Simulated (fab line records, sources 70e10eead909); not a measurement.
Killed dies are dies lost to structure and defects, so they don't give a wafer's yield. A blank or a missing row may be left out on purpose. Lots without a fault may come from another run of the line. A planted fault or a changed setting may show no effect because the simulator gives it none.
Chamber matching | flow nand_harc | NHARC_P_M0_DESCUM_14 on rie_diel-09: 4 sister chambers
The step chemistry O2, time 3 s. 4 wafers are shown with their chamber, then 10 later ones without.

WAFERS WITH THEIR CHAMBER
wafer  | chamber | drypump_motor_current_A (A)
L086.3 | 3       | 5.9
L085.5 | 2       | 6.2
L092.2 | 1       | 5.7
L092.3 | 0       | 5.6

WAFERS WITHOUT THEIR CHAMBER
wafer  | drypump_motor_current_A (A)
L092.6 | 5.9
L094.2 | 5.5
L094.4 | 6.0
L094.6 | 6.2
L097.1 | 5.7
L097.2 | 5.6
L097.5 | 6.2
L096.3 | 5.9
L096.4 | 5.7
L096.5 | 5.6

WHICH CHAMBER EACH WENT THROUGH
wafer  | from the rows above | in truth
L092.6 | 3                   | 3
L094.2 | 0                   | 0
L094.4 | 3                   | 3
L094.6 | 2                   | 2
L097.1 | 1                   | 1
L097.2 | 0                   | 0
L097.5 | 2                   | 2
L096.3 | 3                   | 3
L096.4 | 1                   | 1
L096.5 | 0                   | 0
Placed correctly: 10 of 10. Can't be placed from these rows: 0. Placed wrongly: 0.
How it was worked out, from the rows above alone: a wafer's distance from a chamber is the root of the sum, over the readings, of the square of ((its reading less the chamber's mean) divided by the reading's scatter). The wafer belongs to the nearest chamber; if the next one is less than 2 further off, it can't be placed. A chamber's mean is the mean of its shown wafers. The scatter: with one shown wafer a chamber, the root of the mean of the squares of how far each hidden wafer lies from its nearest shown one.
